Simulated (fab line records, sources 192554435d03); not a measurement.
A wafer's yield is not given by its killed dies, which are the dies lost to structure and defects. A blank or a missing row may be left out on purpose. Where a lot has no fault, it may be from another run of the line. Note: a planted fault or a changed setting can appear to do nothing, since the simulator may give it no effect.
fab line records -- flow n5_finfet
[record] lots = 7, wafers = 39
route steps=1938 shown WELL_APT@39 FIN_SAQP@102 DUMMY_GATE@237 SD_EPI_P@310 HKMG_FIN@421 BEOL_M4@1111
start_h: hours from the record's first day to the start of the lot's first wafer shown -- wait_h: time in hours since the lot's previous step -- " as in the row above -- L1.1+2: a single row standing in for several wafers -- - value missing, or start not given -- * or withheld: withheld -- < > ~ a bound
route shown NAME@n: names a module that has steps shown in the file, with the first one's number in the route -- usual: mean/standard deviation of fault-free wafers -- same: alike in all rows -- chamber/n: place in a boat -- sites: per-site readings -- _std_site: the values' standard deviation -- _edge_site: mean of outer sites minus mean of inner sites -- radius_mm: how far each site lies from the wafer's centre -- mask NAME#n: copy n -- behind: the tool/chamber that last shaped the wafer -- hold: what put the lot on hold/how long, in hours/how the hold closed -- device: whichever transistor did not switch (one of n, p or np) -- end of line: tests of these same wafers at the route's end -- step lacking rows: just its recipe -- killed: count of dies lost to structure and defects at first sort (not the wafer's yield) -- map: a wafer's dies, x killed, . not, _ none there
set.NAME: setting as actually run; set.NAME@STEP: the setting as run at that earlier step -- model.NAME: the simulator's own value behind a step, which no gauge read
lots where settings were altered on purpose, with a table for each step and a row for each wafer
[[steps]]
[step N5_WELL_APT_EXPOSE_22]
[recipe] mask_id = PWELL, na = 0.8, source_shape = conventional, sigma_outer = 0.8, polarization = unpolarized, defocus_nm = 0, target_cd_nm = 200, dose_mj = 23.2
[step N5_FIN_SAQP_HM_DEP_72]
[recipe] material = SiO2, target_thk_a = 120, temp_c = 400, precursor = SiH4/N2O, pressure_torr = 0.75, rf_w = 275, time_s = 7.2
[step N5_FIN_SAQP_ETCH_52]
[recipe] chemistry = N2/H2, target = SOC, target_depth_a = 1000, overetch_a = 200, mask_material = SiARC, temp_c = 40, time_s = 150, ion_energy_ev = 200, pressure_mtorr = 30, source_w = 840, bias_w = 150, n2_flow_sccm = 200, h2_flow_sccm = 200, ends = end_point
[step N5_DUMMY_GATE_ETCH_37]
[recipe] chemistry = N2/H2, target = SOC, target_depth_a = 600, overetch_a = 300, temp_c = 40, ion_energy_ev = 200, pressure_mtorr = 30, source_w = 840, bias_w = 150, n2_flow_sccm = 200, h2_flow_sccm = 200
[step N5_DUMMY_GATE_ETCH_31]
[recipe] chemistry = C4F6/O2, target = SiO2, mask_material = SOC, target_depth_a = 825, time_s = 27.5, ion_energy_ev = 250, pressure_mtorr = 30, source_w = 345, bias_w = 185, Ar_flow_sccm = 300, C4F6_flow_sccm = 10, O2_flow_sccm = 10
[step N5_DUMMY_GATE_ETCH_32]
[recipe] chemistry = CF4, target = SiO2, target_depth_a = 35, time_s = 3.9, ion_energy_ev = 350, pressure_mtorr = 10, icp_w = 800, bias_w = 400, cf4_flow_sccm = 80
[step N5_SD_EPI_P_ETCHBACK_46]
[recipe] chemistry = CH3F/O2, mode = anisotropic_etchback, target = SiNx, target_depth_a = 175, stop_on = SiO2, over_etch_frac = 0.3, ion_energy_ev = 120, pressure_mtorr = 30, source_w = 395, bias_w = 73, Ar_flow_sccm = 150, CH3F_flow_sccm = 30, O2_flow_sccm = 20
[step N5_HKMG_FIN_PWFM_ALD_03]
[recipe] material = TiN, target_thk_a = 20, temp_c = 400, ald_precursor_family = TiCl4, ald_co_reactant = NH3, pulse_time_s = 1, purge_time_s = 3, co_reactant_purge_time_s = 2, co_reactant_pulse_time_s = 2, ald_cycles = 91, pressure_torr = 3
[step N5_HKMG_FIN_NWFM_ALD_20]
[recipe] material = TiAlC, target_thk_a = 20, temp_c = 300, ald_precursor_family = TiCl4, ald_co_reactant = TEA, pulse_time_s = 3, purge_time_s = 2, co_reactant_purge_time_s = 2, co_reactant_pulse_time_s = 10, ald_cycles = 7, pressure_torr = 3
[step N5_BEOL_M4_RC_MEAS_101]
[usual] IOFF_P_LIN = 0.098/0.011, VT_P = -251/3.3, VT_P_LONG = -275.9/2.9, VT_P_LVT = -99.2/2.7
lot.wafer,tool,chamber,start_h,wait_h,set.dose_mj@WELL_APT_EXPOSE_22,set.target_thk_a@FIN_SAQP_HM_DEP_72,set.source_w@FIN_SAQP_ETCH_52,set.source_w@DUMMY_GATE_ETCH_37,set.target_depth_a@DUMMY_GATE_ETCH_31,set.time_s@DUMMY_GATE_ETCH_32,set.over_etch_frac@SD_EPI_P_ETCHBACK_46,set.ald_cycles@HKMG_FIN_PWFM_ALD_03,set.co_reactant_pulse_time_s@HKMG_FIN_NWFM_ALD_20,IOFF_P_LIN[nA/um],VT_P[mV],VT_P_LONG[mV],VT_P_LVT[mV]
L075.1,prober-02,0,183.52,0.0,23.77,126.2,840,840,825,4.691,0.3,91,10,0.108,-247,-270.6,-98.3
L075.2,prober-02,0,183.52,0.0,23.77,120,698.6,840,825,4.691,0.3098,91,10,0.101,-249,-272.7,-98.8
L075.3,prober-02,0,183.52,0.0,23.2,120,840,840,825,3.9,0.3,84,12.21,0.087,-254,-280.5,-103.5
L075.4,prober-02,0,183.52,0.0,23.2,126.2,698.6,840,750,3.9,0.3,91,12.21,0.089,-249,-273.5,-100.5
L075.5,prober-02,0,183.52,0.0,23.77,120,698.6,840,750,3.9,0.3098,84,10,0.075,-255,-277.0,-105.8
L075.6,prober-02,0,183.52,0.0,23.2,126.2,840,840,750,4.691,0.3098,84,12.21,0.095,-251,-279.4,-101.6
L074.1,prober-01,0,185.04,0.0,23.2,120,840,969.2,825,3.9,0.3098,91,11.76,0.096,-251,-270.5,-97.2
L074.2,prober-01,0,185.04,0.0,23.2,120,840,969.2,825,3.9,0.3,91,10,0.110,-249,-274.9,-94.7
L074.3,prober-01,0,185.04,0.0,23.2,120,933.3,840,825,3.9,0.3098,84,10,0.084,-254,-280.1,-101.8
L074.4,prober-01,0,185.04,0.0,23.2,120,840,840,825,4.178,0.3,84,11.76,0.084,-255,-276.8,-101.7
L074.5,prober-01,0,185.04,0.0,23.2,120,933.3,840,825,4.178,0.3098,91,10,0.097,-249,-275.6,-97.5
L074.6,prober-01,0,185.04,0.0,23.2,120,933.3,969.2,825,4.178,0.3,84,11.76,0.084,-256,-279.0,-103.5
L087.1,prober-01,0,247.62,0.0,23.2,120,840,840,825,3.9,0.3,91,10,0.080,-258,-279.5,-103.0
L087.2,prober-01,0,247.62,0.0,23.2,120,840,840,825,3.9,0.3,91,10,0.082,-260,-281.4,-102.5
L087.3,prober-01,0,247.62,0.0,23.2,120,840,840,825,3.9,0.3,91,10,0.086,-255,-281.3,-100.9
L089.1,prober-02,0,255.69,0.0,22.21,120,840,840,825,3.9,0.2792,91,10,0.101,-247,-278.5,-101.3
L089.2,prober-02,0,255.69,0.0,23.2,120,840,840,825,4.14,0.2792,99,10,0.135,-243,-268.7,-92.4
L089.3,prober-02,0,255.69,0.0,23.2,120,840,840,798,3.9,0.3,99,10,0.120,-247,-270.6,-94.9
L089.4,prober-02,0,255.69,0.0,22.21,120,840,840,825,4.14,0.3,91,9.336,0.093,-251,-273.6,-102.1
L089.5,prober-02,0,255.69,0.0,23.2,120,840,840,798,4.14,0.3,91,9.336,0.108,-248,-274.3,-98.8
L089.6,prober-02,0,255.69,0.0,22.21,120,840,840,798,3.9,0.2792,99,9.336,0.123,-245,-271.4,-92.9
L092.1,prober-01,0,274.32,0.0,23.2,103.4,840,840,825,3.9,0.3,83,11.89,0.070,-258,-280.2,-108.8
L092.2,prober-01,0,274.32,0.0,21.7,103.4,882.4,840,738.1,3.122,0.2813,91,10,0.084,-253,-273.3,-102.6
L092.3,prober-01,0,274.32,0.0,23.2,103.4,882.4,840,738.1,3.122,0.3,83,11.89,0.067,-259,-280.2,-108.7
L092.4,prober-01,0,274.32,0.0,23.2,120,840,840,825,3.122,0.2813,91,11.89,0.103,-251,-273.1,-100.2
L092.5,prober-01,0,274.32,0.0,21.7,120,882.4,840,825,3.9,0.3,91,10,0.092,-250,-272.3,-100.8
L092.6,prober-01,0,274.32,0.0,21.7,120,840,840,738.1,3.9,0.2813,83,10,0.071,-258,-280.8,-108.3
L091.1,prober-01,0,279.97,0.0,23.2,120,840,935,789.3,4.628,0.3,91,10,0.106,-250,-278.4,-98.5
L091.2,prober-01,0,279.97,0.0,23.2,120,840,935,825,4.628,0.3,94,10,0.132,-245,-275.4,-94.2
L091.3,prober-01,0,279.97,0.0,23.2,124.5,840,840,825,4.628,0.3,91,10,0.120,-249,-275.1,-95.7
L091.4,prober-01,0,279.97,0.0,23.2,124.5,840,840,825,3.9,0.3,94,10,0.120,-246,-270.3,-95.4
L091.5,prober-01,0,279.97,0.0,23.2,120,840,840,789.3,3.9,0.3,91,10,0.121,-248,-274.8,-95.7
L091.6,prober-01,0,279.97,0.0,23.2,124.5,840,935,789.3,3.9,0.3,94,10,0.134,-243,-274.1,-93.9
L093.1,prober-02,0,284.96,0.0,23.81,120,955.9,893.2,876.4,3.9,0.2841,91,8.663,0.105,-249,-275.2,-96.4
L093.2,prober-02,0,284.96,0.0,23.81,120,840,840,876.4,3.471,0.2841,91,10,0.102,-249,-275.3,-97.5
L093.3,prober-02,0,284.96,0.0,23.81,120,840,893.2,825,3.471,0.2841,91,8.663,0.093,-252,-271.7,-99.1
L093.4,prober-02,0,284.96,0.0,23.2,120,955.9,893.2,825,3.9,0.3,91,8.663,0.102,-250,-275.0,-96.0
L093.5,prober-02,0,284.96,0.0,23.2,120,840,840,876.4,3.9,0.3,91,10,0.098,-250,-274.6,-97.3
L093.6,prober-02,0,284.96,0.0,23.2,120,955.9,840,825,3.471,0.3,91,10,0.087,-252,-275.1,-99.7
[[key]]
[split] step = N5_WELL_APT_EXPOSE_22, setting = dose_mj, stated_as = 23.2
response none clear
[split] step = N5_FIN_SAQP_HM_DEP_72, setting = target_thk_a, stated_as = 120
response none clear
[split] step = N5_FIN_SAQP_ETCH_52, setting = source_w, stated_as = 840
response none clear
[split] step = N5_DUMMY_GATE_ETCH_37, setting = source_w, stated_as = 840
response none clear
[split] step = N5_DUMMY_GATE_ETCH_31, setting = target_depth_a, stated_as = 825
response none clear
[split] step = N5_DUMMY_GATE_ETCH_32, setting = time_s, stated_as = 3.9
response none clear
[split] step = N5_SD_EPI_P_ETCHBACK_46, setting = over_etch_frac, stated_as = 0.3
response none clear
[split] step = N5_HKMG_FIN_PWFM_ALD_03, setting = ald_cycles, stated_as = 91
[response] step = N5_BEOL_M4_RC_MEAS_101, reading = VT_P_LVT, slope = +0.745, per = 1%, together_with = all, explained = 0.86
[response] step = N5_BEOL_M4_RC_MEAS_101, reading = VT_P_LONG, slope = +0.698, per = 1%, together_with = all, explained = 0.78
[response] step = N5_BEOL_M4_RC_MEAS_101, reading = IOFF_P_LIN, slope = +0.0023, per = 1%, together_with = all, explained = 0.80
[response] step = N5_BEOL_M4_RC_MEAS_101, reading = VT_P, slope = +0.613, per = 1%, together_with = all, explained = 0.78
[split] step = N5_HKMG_FIN_NWFM_ALD_20, setting = co_reactant_pulse_time_s, stated_as = 10
response none clear
